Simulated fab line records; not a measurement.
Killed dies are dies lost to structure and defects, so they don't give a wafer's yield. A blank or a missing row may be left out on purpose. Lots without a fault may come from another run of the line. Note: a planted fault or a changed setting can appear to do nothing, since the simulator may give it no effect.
The tool behind it: which one? / flow nandHarc / 6 lots, 18 wafers sampled, at 3 steps of a route of 1302

WHAT THE GAUGES SHOWED, per wafer
NHARC_A_BONDPAD_THK_MEAS_20: measures by xrf.
lot=L376; measured=day 24 02:59; on=filmMetro-01; thkNm (nm)=167.5 170.3 167.8
lot=L378; measured=day 24 22:47; on=filmMetro-01; thkNm (nm)=169.9 173.0 169.0
lot=L380; measured=day 25 08:14; on=filmMetro-02; thkNm (nm)=168.9 170.0 170.0
lot=L384; measured=day 27 04:31; on=filmMetro-01; thkNm (nm)=168.7 167.9 166.9
lot=L388; measured=day 28 08:13; on=filmMetro-02; thkNm (nm)=171.6 170.2 172.2
lot=L395; measured=day 31 19:15; on=filmMetro-02; thkNm (nm)=170.8 170.2 168.5

EACH LOT AND THE TOOL THAT RAN IT (in order: tool; ch and the chambers of the sampled wafers; start)
lot=L376; NHARC_A_DECK1_JOINT_CVD_12=lpcvdPoly-02 ch 0, day 12 06:59; NHARC_A_BONDPAD_DESCUM_11=rieDiel-05 ch 0,3, day 24 00:40
lot=L378; NHARC_A_DECK1_JOINT_CVD_12=lpcvdPoly-03 ch 0, day 12 22:16; NHARC_A_BONDPAD_DESCUM_11=rieDiel-11 ch 2,3, day 24 20:19
lot=L380; NHARC_A_DECK1_JOINT_CVD_12=lpcvdPoly-02 ch 0, day 13 12:43; NHARC_A_BONDPAD_DESCUM_11=rieDiel-05 ch 0,2,3, day 25 05:50
lot=L384; NHARC_A_DECK1_JOINT_CVD_12=lpcvdPoly-02 ch 0, day 15 04:26; NHARC_A_BONDPAD_DESCUM_11=rieDiel-05 ch 1,3, day 27 02:08
lot=L388; NHARC_A_DECK1_JOINT_CVD_12=lpcvdPoly-02 ch 0, day 16 01:41; NHARC_A_BONDPAD_DESCUM_11=rieDiel-05 ch 0,1,2, day 28 05:32
lot=L395; NHARC_A_DECK1_JOINT_CVD_12=lpcvdPoly-02 ch 0, day 20 02:33; NHARC_A_BONDPAD_DESCUM_11=rieDiel-11 ch 1,2, day 31 16:49
- NHARC_A_DECK1_JOINT_CVD_12: deposits poly-Si, target thk 90 nm, time 1800 s.
- NHARC_A_BONDPAD_DESCUM_11: chemistry O2, time 3 s.

THE ANSWER, worked out from the rows above alone
Rule: the usual values come from the lots themselves. The widest of any qualifying gaps counts: lots, ordered by their means at a reading, are off when they make up no more than a third of the lots, leave a main group of 4 or more, and stand apart from it by 3 or more times the standard deviation of that group's means. Not used: any main group whose means are identical at the precision the tables above print for the reading. Also off: a lot with no number at a reading for which 4 or more lots have one. The other lots that the step has rows for count as sound.
Across all readings shown, no lot is off: no conclusion can be drawn from this.

WHAT THE SIMULATOR HAD PUT IN
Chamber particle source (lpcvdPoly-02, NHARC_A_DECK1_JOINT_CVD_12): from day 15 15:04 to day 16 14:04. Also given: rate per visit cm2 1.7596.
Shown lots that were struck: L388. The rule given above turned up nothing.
